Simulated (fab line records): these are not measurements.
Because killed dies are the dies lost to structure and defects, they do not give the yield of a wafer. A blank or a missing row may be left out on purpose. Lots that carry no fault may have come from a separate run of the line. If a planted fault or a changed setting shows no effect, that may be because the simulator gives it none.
fab line records ; flow n5_finfet
record: lots: 8; wafers: 24; last_day: 20
route steps=1938 shown BEOL_M3@996 BEOL_M4@1111 PASSIVATION@1936
lots with no fault: from the same line, run without faults
start_h: the number of hours between the record's first day and the start of the first shown wafer of the lot ; wait_h: time in hours since the lot's previous step ; " same as the row above ; L1.1+2: one row covering several wafers at once ; - no value present, or no start provided ; * or withheld: withheld ; < > ~ a bound
route shown NAME@n: NAME is a module with steps in the file, n the number in the route of the first one ; usual: the fault-free wafers' mean and standard deviation ; same: alike in all rows ; chamber/n: place in a boat ; sites: the reading at each site ; _std_site: how widely they spread, as a standard deviation ; _edge_site: inner sites' mean taken away from outer sites' mean ; radius_mm: for every site, how far away it sits from the centre of the wafer ; mask NAME#n: copy n ; behind: the tool/chamber that last shaped the wafer ; hold: reason for holding the lot/hours on hold/outcome of the hold ; device: the n, p or np transistor that did not switch ; end of line: the route-end tests of the same wafers ; a step without rows: its recipe alone ; killed: at the first sort, the dies lost to defects and structure; wafer yield is something else ; map: shows each die of a wafer: x if killed, . if not, _ if none is there
set.NAME: the setting that was run; set.NAME@STEP: the one run at that earlier step ; model.NAME: the simulator's own value behind a step, which no gauge read
one table for each step of the route and one row for each wafer, over a sample of lots
services: a tool's chamber out of use, with start hour (start_h, from the record's first day; less than 0 if before it), hours out, and reason
== steps ==
step: N5_BEOL_M3_SPUTTER_79
recipe: material: Cu; target_thk_a: 45; temp_c: -20; chamber_pressure_pa: 0.07; power_w: withheld; time_s: 8.29
usual: chamber_pressure_pa: 0.06998/0.00015; substrate_temp_c: -20.00/0.11; throttle_valve_pct: 29.8/1.1
same: time_s: 8.29
lot.wafer;tool;chamber;start_h;wait_h;chamber_pressure_pa;substrate_temp_c;throttle_valve_pct
L176.1;pvd_sputter-02;-;231.46;0.1;0.0702;-20.10;30.1
L176.2;pvd_sputter-02;-;231.46;0.1;0.07005;-20.10;30.0
L176.5;pvd_sputter-02;-;231.46;0.1;0.07007;-20.10;30.4
L178.3;pvd_sputter-03;-;236.07;0.1;0.07017;-19.92;29.7
L178.5;pvd_sputter-03;-;236.07;0.1;0.06996;-20.00;29.1
L178.6;pvd_sputter-03;-;236.07;0.1;0.07009;-19.88;30.8
L181.3;pvd_sputter-02;-;247.20;0.1;0.06988;-20.07;30.4
L181.4;pvd_sputter-02;-;247.20;0.1;0.06988;-20.16;30.9
L181.6;pvd_sputter-02;-;247.20;0.1;0.07013;-19.90;30.3
L188.2;pvd_sputter-01;-;261.33;0.1;0.06997;-20.07;29.8
L188.3;pvd_sputter-01;-;261.33;0.1;0.07006;-20.07;30.6
L188.4;pvd_sputter-01;-;261.33;0.1;0.06983;-19.92;30.4
L189.3;pvd_sputter-02;-;314.80;0.1;0.07008;-20.03;30.2
L189.5;pvd_sputter-02;-;314.80;0.1;0.07001;-19.95;30.2
L189.6;pvd_sputter-02;-;314.80;0.1;0.07029;-19.94;30.1
L175.1;pvd_sputter-03;-;316.30;0.1;0.06996;-19.90;31.0
L175.2;pvd_sputter-03;-;316.30;0.1;0.07007;-20.05;29.6
L175.6;pvd_sputter-03;-;316.30;0.1;0.07;-20.05;30.9
L191.1;pvd_sputter-02;-;333.53;0.1;0.07003;-20.03;30.7
L191.4;pvd_sputter-02;-;333.53;0.1;0.07001;-20.00;29.8
L191.6;pvd_sputter-02;-;333.53;0.1;0.07001;-20.03;29.9
L190.1;pvd_sputter-01;-;341.73;0.1;0.06984;-20.13;29.7
L190.2;pvd_sputter-01;-;341.73;0.1;0.07014;-19.96;30.5
L190.6;pvd_sputter-01;-;341.73;0.1;0.0699;-20.02;30.4
step: N5_BEOL_M3_SPUTTER_90
recipe: material: Cu; target_thk_a: 45; temp_c: -20; chamber_pressure_pa: 0.07; power_w: withheld; time_s: 8.29
usual: chamber_pressure_pa: 0.07002/0.00015; substrate_temp_c: -20.02/0.11; throttle_valve_pct: 29.8/1.1
same: time_s: 8.29
lot.wafer;tool;chamber;start_h;wait_h;chamber_pressure_pa;substrate_temp_c;throttle_valve_pct
L176.1;pvd_sputter-02;-;232.34;0.1;0.07017;-20.18;29.8
L176.2;pvd_sputter-02;-;232.34;0.1;0.07011;-20.05;30.1
L176.5;pvd_sputter-02;-;232.34;0.1;0.07;-19.98;30.3
L178.3;pvd_sputter-03;-;236.95;0.1;0.06975;-19.76;29.2
L178.5;pvd_sputter-03;-;236.95;0.1;0.07001;-20.09;29.0
L178.6;pvd_sputter-03;-;236.95;0.1;0.06991;-19.86;31.1
L181.3;pvd_sputter-02;-;248.08;0.1;0.07016;-19.82;30.2
L181.4;pvd_sputter-02;-;248.08;0.1;0.06997;-20.23;31.0
L181.6;pvd_sputter-02;-;248.08;0.1;0.0698;-19.91;30.4
L188.2;pvd_sputter-01;-;262.21;0.1;0.07011;-19.93;29.7
L188.3;pvd_sputter-01;-;262.21;0.1;0.0699;-20.02;30.4
L188.4;pvd_sputter-01;-;262.21;0.1;0.07008;-20.15;30.6
L189.3;pvd_sputter-02;-;315.68;0.1;0.07016;-19.96;30.3
L189.5;pvd_sputter-02;-;315.68;0.1;0.07006;-20.11;30.2
L189.6;pvd_sputter-02;-;315.68;0.1;0.06985;-20.15;30.1
L175.1;pvd_sputter-03;-;317.18;0.1;0.0701;-20.00;31.0
L175.2;pvd_sputter-03;-;317.18;0.1;0.06997;-19.88;29.7
L175.6;pvd_sputter-03;-;317.18;0.1;0.07025;-19.98;31.2
L191.1;pvd_sputter-02;-;334.41;0.1;0.07017;-19.88;30.8
L191.4;pvd_sputter-02;-;334.41;0.1;0.06994;-20.02;29.8
L191.6;pvd_sputter-02;-;334.41;0.1;0.06981;-19.96;30.1
L190.1;pvd_sputter-01;-;342.61;0.1;0.07005;-20.01;29.7
L190.2;pvd_sputter-01;-;342.61;0.1;0.0698;-20.10;30.3
L190.6;pvd_sputter-01;-;342.61;0.1;0.06998;-20.12;30.6
step: N5_BEOL_M3_SPUTTER_96
recipe: material: Cu; target_thk_a: 45; temp_c: -20; chamber_pressure_pa: 0.07; power_w: withheld; time_s: 8.29
usual: chamber_pressure_pa: 0.06998/0.00015; substrate_temp_c: -20.00/0.11; throttle_valve_pct: 29.8/1.1
same: time_s: 8.29
lot.wafer;tool;chamber;start_h;wait_h;chamber_pressure_pa;substrate_temp_c;throttle_valve_pct
L176.1;pvd_sputter-02;-;233.00;0.1;0.06993;-20.06;29.9
L176.2;pvd_sputter-02;-;233.00;0.1;0.07;-20.05;30.4
L176.5;pvd_sputter-02;-;233.00;0.1;0.07015;-20.02;30.2
L178.3;pvd_sputter-03;-;237.61;0.1;0.06995;-20.17;29.7
L178.5;pvd_sputter-03;-;237.61;0.1;0.0699;-20.02;29.0
L178.6;pvd_sputter-03;-;237.61;0.1;0.07;-20.00;31.1
L181.3;pvd_sputter-02;-;248.74;0.1;0.07009;-20.04;30.1
L181.4;pvd_sputter-02;-;248.74;0.1;0.0701;-19.91;30.9
L181.6;pvd_sputter-02;-;248.74;0.1;0.07007;-19.89;30.6
L188.2;pvd_sputter-01;-;262.87;0.1;0.06964;-20.06;29.5
L188.3;pvd_sputter-01;-;262.87;0.1;0.0701;-20.02;30.7
L188.4;pvd_sputter-01;-;262.87;0.1;0.06997;-20.09;30.5
L189.3;pvd_sputter-02;-;316.34;0.1;0.06991;-19.92;30.2
L189.5;pvd_sputter-02;-;316.34;0.1;0.06996;-20.02;30.4
L189.6;pvd_sputter-02;-;316.34;0.1;0.07023;-19.89;29.9
L175.1;pvd_sputter-03;-;317.84;0.1;0.06994;-19.87;31.2
L175.2;pvd_sputter-03;-;317.84;0.1;0.06974;-19.96;29.5
L175.6;pvd_sputter-03;-;317.84;0.1;0.07003;-19.85;30.9
L191.1;pvd_sputter-02;-;335.07;0.1;0.07;-20.10;30.8
L191.4;pvd_sputter-02;-;335.07;0.1;0.07024;-20.25;29.9
L191.6;pvd_sputter-02;-;335.07;0.1;0.07003;-20.05;29.9
L190.1;pvd_sputter-01;-;343.27;0.1;0.07;-19.79;29.5
L190.2;pvd_sputter-01;-;343.27;0.1;0.06998;-20.08;30.2
L190.6;pvd_sputter-01;-;343.27;0.1;0.07014;-20.14;30.4
step: N5_BEOL_M3_CMP_52
recipe: stop_on: SiOC; t_overpolish_s: 6.8; down_force_psi: 1; platen_rpm: 50; clearing_platen_down_force_psi: 1.5; clearing_platen_rpm: 50; post_cmp_clean: cu_alkaline; target_thk_nm: 40; clearing_platen_pad_velocity_m_s: 0.99484; pad_velocity_m_s: 0.99484
usual: barrier_field_endpoint_s: 24.4/0.55; motor_current_A: 6.2/0.44; overpolish_run_s: 6.801/0.0092; retaining_ring_pressure_frac: 1.000/0.0051; time_to_endpoint_s: 60/3.1
lot.wafer;tool;chamber;start_h;wait_h;barrier_field_endpoint_s;motor_current_A;overpolish_run_s;retaining_ring_pressure_frac;time_to_endpoint_s
L176.2;cmp-01;0;233.49;0.2;24.5;5.5;6.795;0.994;59
L176.1;cmp-01;1;233.49;0.2;24.8;6.3;6.799;0.990;60
L176.5;cmp-01;0;233.49;0.2;24.5;5.3;6.810;0.998;59
L178.3;cmp-03;3;238.18;0.2;25.9;7.0;6.804;0.990;66
L178.5;cmp-03;3;238.18;0.2;25.2;6.6;6.796;0.999;62
L178.6;cmp-03;0;238.18;0.2;25.8;6.0;6.797;0.997;62
L181.4;cmp-03;2;250.71;1.6;24.7;6.3;6.792;0.998;62
L181.3;cmp-03;0;250.71;1.6;24.4;6.2;6.813;1.005;63
L181.6;cmp-03;3;250.71;1.6;25.1;6.7;6.788;1.007;62
L188.2;cmp-04;1;263.51;0.2;24.4;6.6;6.805;1.007;56
L188.4;cmp-04;2;263.51;0.2;24.6;5.6;6.805;1.014;57
L188.3;cmp-04;0;263.51;0.2;23.8;6.5;6.790;1.007;61
L189.3;cmp-03;3;316.91;0.2;23.3;7.1;6.814;0.999;59
L189.5;cmp-03;1;316.91;0.2;41.3;6.4;0.038;1.002;79
L189.6;cmp-03;2;316.91;0.2;41.3;7.0;0.042;1.005;80
L175.1;cmp-04;3;318.37;0.3;24.4;5.8;6.822;1.004;63
L175.2;cmp-04;1;318.37;0.3;24.0;6.6;6.800;1.000;58
L175.6;cmp-04;3;318.37;0.3;24.5;5.8;6.803;1.001;60
L191.1;cmp-03;2;335.57;0.3;24.1;6.5;6.814;0.999;57
L191.4;cmp-03;3;335.57;0.3;24.7;6.7;6.788;0.992;59
L191.6;cmp-03;2;335.57;0.3;41.3;6.7;0.041;1.002;81
L190.2;cmp-03;3;343.84;0.3;24.2;6.7;6.802;1.007;60
L190.1;cmp-03;0;343.84;0.3;24.6;6.1;6.792;0.990;59
L190.6;cmp-03;2;343.84;0.3;41.2;6.6;0.038;1.007;81
step: N5_BEOL_M3_THK_MEAS_53
recipe: thk_meas_gauge: xrf; reads: Cu_of_BEOL_M3_ECD_50
usual: M3_THK: 39.9/1.5
lot.wafer;tool;chamber;start_h;wait_h;M3_THK[nm]
L176.1;film_metro-02;-;233.78;-;36.8
L176.2;film_metro-02;-;233.78;-;36.3
L176.5;film_metro-02;-;233.78;-;39.7
L178.3;film_metro-02;-;238.48;-;40.5
L178.5;film_metro-02;-;238.48;-;40.5
L178.6;film_metro-02;-;238.48;-;40.9
L181.3;film_metro-02;-;251.01;-;41.1
L181.4;film_metro-02;-;251.01;-;42.4
L181.6;film_metro-02;-;251.01;-;45.0
L188.2;film_metro-01;-;263.81;-;38.0
L188.3;film_metro-01;-;263.81;-;41.0
L188.4;film_metro-01;-;263.81;-;39.9
L189.3;film_metro-01;-;317.13;-;37.5
L189.5;film_metro-01;-;317.13;-;154.4
L189.6;film_metro-01;-;317.13;-;146.2
L175.1;film_metro-01;-;318.63;-;40.2
L175.2;film_metro-01;-;318.63;-;40.2
L175.6;film_metro-01;-;318.63;-;39.6
L191.1;film_metro-02;-;335.86;-;38.2
L191.4;film_metro-02;-;335.86;-;39.3
L191.6;film_metro-02;-;335.86;-;144.8
L190.1;film_metro-01;-;344.05;-;38.3
L190.2;film_metro-01;-;344.05;-;39.3
L190.6;film_metro-01;-;344.05;-;169.1
step: N5_BEOL_M3_INSPECT_59
recipe: inspect_instrument: darkfield; mode: post_dep
usual: raw_defect_count: 70/23
lot.wafer;tool;chamber;start_h;wait_h;raw_defect_count
L176.1;defect_inspect-01;-;234.07;0.0;70
L176.2;defect_inspect-01;-;234.07;0.0;74
L176.5;defect_inspect-01;-;234.07;0.0;92
L178.3;defect_inspect-01;-;238.79;0.0;69
L178.5;defect_inspect-01;-;238.79;0.0;69
L178.6;defect_inspect-01;-;238.79;0.0;76
L181.3;defect_inspect-02;-;251.30;0.0;76
L181.4;defect_inspect-02;-;251.30;0.0;89
L181.6;defect_inspect-02;-;251.30;0.0;73
L188.2;defect_inspect-01;-;264.09;0.0;50
L188.3;defect_inspect-01;-;264.09;0.0;45
L188.4;defect_inspect-01;-;264.09;0.0;92
L189.3;defect_inspect-01;-;317.46;0.0;76
L189.5;defect_inspect-01;-;317.46;0.0;5083
L189.6;defect_inspect-01;-;317.46;0.0;5050
L175.1;defect_inspect-01;-;319.03;0.0;82
L175.2;defect_inspect-01;-;319.03;0.0;121
L175.6;defect_inspect-01;-;319.03;0.0;76
L191.1;defect_inspect-02;-;336.23;0.0;72
L191.4;defect_inspect-02;-;336.23;0.0;59
L191.6;defect_inspect-02;-;336.23;0.0;5100
L190.1;defect_inspect-01;-;344.45;0.0;76
L190.2;defect_inspect-01;-;344.45;0.0;102
L190.6;defect_inspect-01;-;344.45;0.0;5148
step: N5_BEOL_M4_RC_MEAS_101
usual: DIBL_N: 36.0/1.3; DIBL_P: 36.2/1.7; IOFF_N: 0.155/0.024; IOFF_P: 0.21/0.034; ION_N: 674/9; ION_P: 463/7.1; SS_N: 71.4/0.5; SS_P: 73.4/0.57; VT_N: 250.0/2.8; VT_P: -251/3.2
lot.wafer;tool;chamber;start_h;wait_h;DIBL_N[mV/V];DIBL_P[mV/V];IOFF_N[nA/um];IOFF_P[nA/um];ION_N[uA/um];ION_P[uA/um];SS_N[mV/dec];SS_P[mV/dec];VT_N[mV];VT_P[mV]
L176.1;prober-02;0;265.81;0.0;33.4;33.2;0.119;0.16;674;468;70.7;72.5;250.9;-252
L176.2;prober-02;0;265.81;0.0;37.6;38.7;0.184;0.24;687;469;71.9;74.5;246.6;-245
L176.5;prober-02;0;265.81;0.0;34.8;34.7;0.129;0.19;670;466;71.7;72.3;250.3;-252
L178.3;prober-02;0;275.80;0.3;36.0;37.5;0.157;0.21;672;459;71.7;73.4;250.7;-251
L178.5;prober-02;0;275.80;0.3;35.0;35.7;0.144;0.18;667;452;71.4;73.0;251.3;-252
L178.6;prober-02;0;275.80;0.3;35.2;36.4;0.153;0.19;678;462;70.7;74.2;250.9;-251
L181.3;prober-01;0;289.16;0.3;35.9;37.4;0.173;0.21;678;460;71.4;73.1;248.6;-249
L181.4;prober-01;0;289.16;0.3;33.2;34.1;0.126;0.17;670;463;70.8;72.8;253.2;-251
L181.6;prober-01;0;289.16;0.3;36.0;37.1;0.177;0.22;688;471;71.2;73.1;248.4;-249
L188.2;prober-02;0;296.02;0.2;38.0;38.1;0.182;0.29;677;472;71.6;74.0;249.0;-244
L188.3;prober-02;0;296.02;0.2;38.5;38.8;0.194;0.30;677;472;72.2;74.7;250.4;-244
L188.4;prober-02;0;296.02;0.2;37.6;37.3;0.169;0.27;682;474;71.2;73.8;250.2;-244
L189.3;prober-01;0;327.52;0.3;36.7;36.2;0.164;0.24;680;473;72.1;73.5;250.9;-246
L175.1;prober-02;0;347.29;0.0;36.1;37.0;0.162;0.20;674;458;71.9;73.4;249.5;-251
L175.2;prober-02;0;347.29;0.0;36.3;37.2;0.155;0.20;663;451;71.7;72.9;251.1;-254
L175.6;prober-02;0;347.29;0.0;34.5;35.2;0.132;0.18;660;453;71.2;73.7;252.5;-254
L190.1;prober-01;0;369.43;0.0;34.5;35.1;0.136;0.18;669;456;70.9;73.0;251.0;-253
L190.2;prober-01;0;369.43;0.0;36.4;37.7;0.172;0.22;680;468;71.4;73.1;246.8;-251
L191.1;prober-01;0;373.59;0.0;34.7;32.5;0.112;0.16;663;452;71.0;73.3;256.1;-255
L191.4;prober-01;0;373.59;0.0;35.3;34.4;0.135;0.18;673;460;70.2;72.5;253.0;-251
step: N5_PASSIVATION_PROBE_49
usual: defect_limited_yield: 90.8/1.7; killed_at_M0_to_M3: 37/12; killed_at_M4_up: 15/5.6; killed_at_contacts: 13/6.9; killed_at_front_end: 40/11; killed_at_other: 4/3.2; killed_dies: 109/20; killed_on_rim: 14/4.3; killed_open: 73/15; killed_short: 35/8.3; sort_bin_5_function: 5.4/1.1; sort_bin_6_memory: 3.5/0.73; sort_n_pass: 1071/20; sort_yield_pct: 90.8/1.7
same: gross_dies: 1180; killed_at_back_side: 0; sort_bin_4_leakage[%]: 0; sort_bin_8_speed[%]: 0
lot.wafer;tool;chamber;start_h;wait_h;defect_limited_yield[%];killed_at_M0_to_M3;killed_at_M4_up;killed_at_contacts;killed_at_front_end;killed_at_other;killed_dies;killed_on_rim;killed_open;killed_short;sort_bin_5_function[%];sort_bin_6_memory[%];sort_n_pass;sort_yield_pct[%]
L188.2;prober-01;-;407.75;0.2;88.3;47;20;34;34;3;138;18;87;49;7.3;4.2;1042;88.3
L188.3;prober-01;-;407.80;0.2;90.1;47;12;33;22;3;117;13;78;36;5.5;4.1;1063;90.1
L188.4;prober-01;-;407.85;0.3;89.2;56;13;24;34;1;128;15;93;34;6.3;4.1;1052;89.2
L189.3;prober-02;-;435.31;0.1;91.2;26;15;22;38;3;104;9;73;31;4.6;3.9;1076;91.2
L189.5;prober-02;-;435.41;0.2;0;1102;19;8;50;1;1180;152;71;42;4.7;4.4;0;0
L189.6;prober-02;-;435.46;0.3;0;1115;14;9;42;0;1180;152;62;34;4.6;3.5;0;0
L190.1;prober-02;-;478.44;0.0;90.1;34;16;16;46;5;117;17;73;41;6.5;2.9;1063;90.1
L190.2;prober-02;-;478.49;0.1;89.7;33;20;20;44;4;121;17;88;32;6.3;3.6;1059;89.7
L190.6;prober-02;-;478.69;0.3;0;1100;18;10;44;8;1180;152;70;32;6.0;2.4;0;0
L191.1;prober-02;-;482.32;0.0;89.5;47;18;7;50;2;124;11;85;37;6.4;3.8;1056;89.5
L191.4;prober-02;-;482.47;0.2;90.7;29;20;12;44;5;110;13;71;37;6.4;2.8;1070;90.7
L191.6;prober-02;-;482.57;0.3;0;1124;11;9;32;4;1180;152;62;24;4.3;2.9;0;0
killed by level:class
L188.2 MOL_CONTACT_COAG:geometric_particle:open=26 BEOL_M0_SAQP:geometric_particle:short=16 BEOL_M0_SAQP:geometric_particle:open=14 MOL_CONTACT_COAG:geometric_particle:short=8 GATE_CUT:geometric_particle:short=7 BEOL_M4:geometric_particle:open=7 FIN_SAQP:geometric_particle:open=6 BEOL_M3:geometric_particle:open=5
L188.3 MOL_CONTACT_COAG:geometric_particle:open=26 BEOL_M0_SAQP:geometric_particle:short=13 BEOL_M0_SAQP:geometric_particle:open=11 BEOL_M4:geometric_particle:open=7 MOL_CONTACT_COAG:geometric_particle:short=7 BEOL_M0:geometric_particle:open=7 BEOL_M3:geometric_particle:open=7 STARTING-WAFER:geometric_particle:open=4
L188.4 MOL_CONTACT_COAG:geometric_particle:open=20 BEOL_M3:geometric_particle:open=17 BEOL_M0_SAQP:geometric_particle:open=14 FIN_SAQP:geometric_particle:open=11 BEOL_M0_SAQP:geometric_particle:short=9 STI_FIN_REVEAL:geometric_particle:open=7 BEOL_M0:geometric_particle:open=6 FIN_SAQP:geometric_particle:short=5
L189.3 MOL_CONTACT_COAG:geometric_particle:open=18 FIN_SAQP:geometric_particle:open=9 FIN_SAQP:geometric_particle:short=8 BEOL_M1:geometric_particle:open=8 BEOL_M4:geometric_particle:open=7 STI_FIN_REVEAL:geometric_particle:open=6 BEOL_M2:geometric_particle:open=5 ILD0:geometric_particle:open=4
L189.5 BEOL_M3:area_cmp=1067 FIN_SAQP:geometric_particle:short=12 STI_FIN_REVEAL:geometric_particle:open=12 FIN_SAQP:geometric_particle:open=11 BEOL_M0_SAQP:geometric_particle:open=10 BEOL_M0_SAQP:geometric_particle:short=9 BEOL_M4:geometric_particle:open=9 STI_FIN_REVEAL:geometric_particle:short=5
L189.6 BEOL_M3:area_cmp=1084 DUMMY_GATE:geometric_particle:open=10 STI_FIN_REVEAL:geometric_particle:open=9 BEOL_M0_SAQP:geometric_particle:short=8 BEOL_M0_SAQP:geometric_particle:open=8 MOL_CONTACT_COAG:geometric_particle:open=7 BEOL_M2:geometric_particle:open=7 FIN_SAQP:geometric_particle:open=4
L190.1 MOL_CONTACT_COAG:geometric_particle:open=11 FIN_SAQP:geometric_particle:short=10 STI_FIN_REVEAL:geometric_particle:open=8 FIN_SAQP:geometric_particle:open=7 BEOL_M3:geometric_particle:open=7 BEOL_M0_SAQP:geometric_particle:open=6 BEOL_M0_SAQP:geometric_particle:short=6 STARTING-WAFER:geometric_particle:open=6
L190.2 STI_FIN_REVEAL:geometric_particle:open=17 MOL_CONTACT_COAG:geometric_particle:open=15 BEOL_M2:geometric_particle:open=9 BEOL_M3:geometric_particle:open=7 BEOL_M4:geometric_particle:open=7 FIN_SAQP:geometric_particle:short=5 ILD0:geometric_particle:open=5 MOL_CONTACT_COAG:geometric_particle:short=5
L190.6 BEOL_M3:area_cmp=1077 BEOL_M4:geometric_particle:open=11 STI_FIN_REVEAL:geometric_particle:open=10 MOL_CONTACT_COAG:geometric_particle:open=9 BEOL_M1:geometric_particle:open=8 FIN_SAQP:geometric_particle:open=6 STI_FIN_REVEAL:geometric_particle:short=6 FIN_SAQP:geometric_particle:short=5
L191.1 BEOL_M0_SAQP:geometric_particle:short=13 BEOL_M3:geometric_particle:open=12 STI_FIN_REVEAL:geometric_particle:open=9 BEOL_M0_SAQP:geometric_particle:open=8 BEOL_M4:geometric_particle:open=8 GATE_CUT:geometric_particle:short=7 GATE_CUT:geometric_particle:open=7 BEOL_M0:geometric_particle:open=7
L191.4 FIN_SAQP:geometric_particle:open=9 DUMMY_GATE:geometric_particle:open=9 MOL_CONTACT_COAG:geometric_particle:open=9 BEOL_M0_SAQP:geometric_particle:short=7 BEOL_M4:geometric_particle:open=6 STI_FIN_REVEAL:geometric_particle:open=5 BEOL_M1:geometric_particle:open=5 DUMMY_GATE:geometric_particle:short=4
L191.6 BEOL_M3:area_cmp=1093 MOL_CONTACT_COAG:geometric_particle:open=8 BEOL_M3:geometric_particle:open=7 FIN_SAQP:geometric_particle:open=6 STI_FIN_REVEAL:geometric_particle:open=6 BEOL_M0_SAQP:geometric_particle:open=5 BEOL_M0:geometric_particle:open=5 BEOL_M2:geometric_particle:open=5
== services ==
tool;chamber;start_h;hours;kind
cmp-03;-;230.10;4.0;pm
cmp-03;-;234.10;-;consumable_replace:conditioner
cmp-03;-;234.10;-;consumable_replace:pad
cmp-01;-;239.63;12.3;repair
cmp-03;-;246.85;3.4;repair
cmp-04;-;247.41;4.0;pm
cmp-04;-;251.41;-;consumable_replace:conditioner
cmp-04;-;251.41;-;consumable_replace:pad
cmp-03;-;262.37;2.5;repair
cmp-01;-;288.63;2.4;repair
cmp-03;-;312.21;3.3;pm
cmp-03;-;318.05;1.8;repair
cmp-01;-;327.51;4.0;pm
cmp-04;-;331.17;1.9;repair
cmp-01;-;331.51;-;consumable_replace:conditioner
cmp-01;-;331.51;-;consumable_replace:pad
cmp-01;-;335.24;6.8;pm
== key ==
first_sign: step: N5_BEOL_M3_CMP_52; reading: overpolish_run_s; direction: down; sigmas: 99+; usual: 6.801; struck: 0.040
effect: step: N5_BEOL_M3_CMP_52; reading: barrier_field_endpoint_s; direction: up; sigmas: 31; usual: 24.4; struck: 41.3
effect: step: N5_BEOL_M3_THK_MEAS_53; reading: M3_THK; direction: up; sigmas: 76; usual: 39.9; struck: 153.6
effect: step: N5_BEOL_M3_INSPECT_59; reading: raw_defect_count; direction: up; sigmas: 99+; usual: 70; struck: 5095
effect: step: N5_PASSIVATION_PROBE_49; reading: killed_at_M0_to_M3; direction: up; sigmas: 89; usual: 37; struck: 1110
more_kills_born_at: N5_BEOL_M3_CMP_52@cmp-03: 4321
met_at N5_BEOL_M3_CMP_52
struck_lots L189,L190,L191
struck_wafers L189.5,L189.6,L190.6,L191.6
later_rows_left_out L189.5,L189.6,L190.6,L191.6
not_acting_at N5_BEOL_M3_SPUTTER_79,N5_BEOL_M3_SPUTTER_90,N5_BEOL_M3_SPUTTER_96
onset_between 250.71 316.91
fault: kind: process_parameter_drift; tool: cmp-03; chamber: -; onset_h: 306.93; steps: N5_BEOL_M3_CMP_52; channel: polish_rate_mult; offset: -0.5; shape: step; end_h: 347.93; scope: struck_wafers_only
later_rows_left_out: the simulator's readings of these wafers behind a module that went badly wrong aren't trusted and aren't shown, but for the sort
